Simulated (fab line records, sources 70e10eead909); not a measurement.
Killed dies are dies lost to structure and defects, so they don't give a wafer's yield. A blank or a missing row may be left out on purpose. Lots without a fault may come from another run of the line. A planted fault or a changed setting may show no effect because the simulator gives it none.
Problem report in the 8D (eight disciplines) form, filled by code | flow nand_harc | the parts of the form that need people (team, actions taken, sign-off) are left out

1. THE PROBLEM
thk_nm at NHARC_A_ONON_D1_THK_MEAS_02 reads a mean of 1468 nm on 6 wafers of 2 lots; wafers without a fault read 1000 nm with a standard deviation of 12. That is +39 standard deviations from the usual mean.
The step: measures by ellipsometry.
First seen on wafer L627.1, day 12 21:13, on film_metro-01. The record holds 39 wafers of 13 lots with a number at this step. Rule for "out", or "out of limits": more than 4 standard deviations from the usual mean. The other wafers with a number count as sound.

2. WHAT IT IS AND WHAT IT IS NOT
question                    | is                     | is not
which readings at this step | thk_nm                 | -
which lots                  | L627, L628             | L605, L606, L607, L608, L610, L612, L613, L614, L615, L616, L617
which wafers of those lots  | all that have a number | -
read on which gauges        | film_metro-01          | film_metro-02
when                        | from day 12 21:13      | up to then (33 sound wafers)

3. SUSPECTS, AND WHAT RULES EACH OUT
Counting: a tool at a process step up to the reading stays a suspect if it ran every lot that is out and no sound lot after the first of them.
- the gauge at NHARC_A_ONON_D1_THK_MEAS_02: ruled out. All the wafers that are out were read on film_metro-01, but those of them that NHARC_END_SORT_01 has rows for are out there too, on other tools.
- rtp_anneal-02 at NHARC_A_ZERO_WELL_RTA_16 (time 10 s): kept. It ran every lot that is out, first L627 (day 11 23:52), and no sound lot after that; its last sound lot up to then is L612 (day 8 14:30).
- pecvd_onon-04 at NHARC_A_ONON_D1_DEP_00 (target thk 1000 nm): kept. It ran every lot that is out, first L627 (day 12 20:43), and no sound lot after that; its last sound lot up to then is L615 (day 10 04:54).
Left after counting: rtp_anneal-02 at NHARC_A_ZERO_WELL_RTA_16, pecvd_onon-04 at NHARC_A_ONON_D1_DEP_00.

4. THE CAUSE (what the simulator had put in)
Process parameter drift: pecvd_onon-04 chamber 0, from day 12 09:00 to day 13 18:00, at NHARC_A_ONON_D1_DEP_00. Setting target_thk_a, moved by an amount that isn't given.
Counting left 2 suspects, and this tool is among them.

5. THE CHAIN OF EFFECTS, in route order
Each row: a reading whose mean over the struck wafers that have a number lies more than 3 standard deviations from the usual. Only readings for which the record gives a usual standard deviation are gone through. hours: the time from each lot's start at the first step in this table that gives one to its start at this step, as a median over the lots. sigmas: the change in usual standard deviations.
hours | step                        | reading         | usual   | on struck wafers | change | sigmas
0     | NHARC_A_ONON_D1_THK_MEAS_02 | thk_nm          | 1000 nm | 1468             | +468   | +39
318   | NHARC_END_SORT_01           | killed_at_array | 28      | 672              | +644   | +59
318   | NHARC_END_SORT_01           | killed_dies     | 31      | 677              | +646   | +54

6. WHAT WOULD HAVE CAUGHT IT SOONER
In this record the first reading out of limits at a measuring or inspecting step was taken at day 12 21:13, 12 hours after the fault began at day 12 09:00.
Of the lots that are out (2), L628 began NHARC_A_ONON_D1_DEP_00 on pecvd_onon-04 after day 12 21:13. A hold on the tool at that time would have spared it.
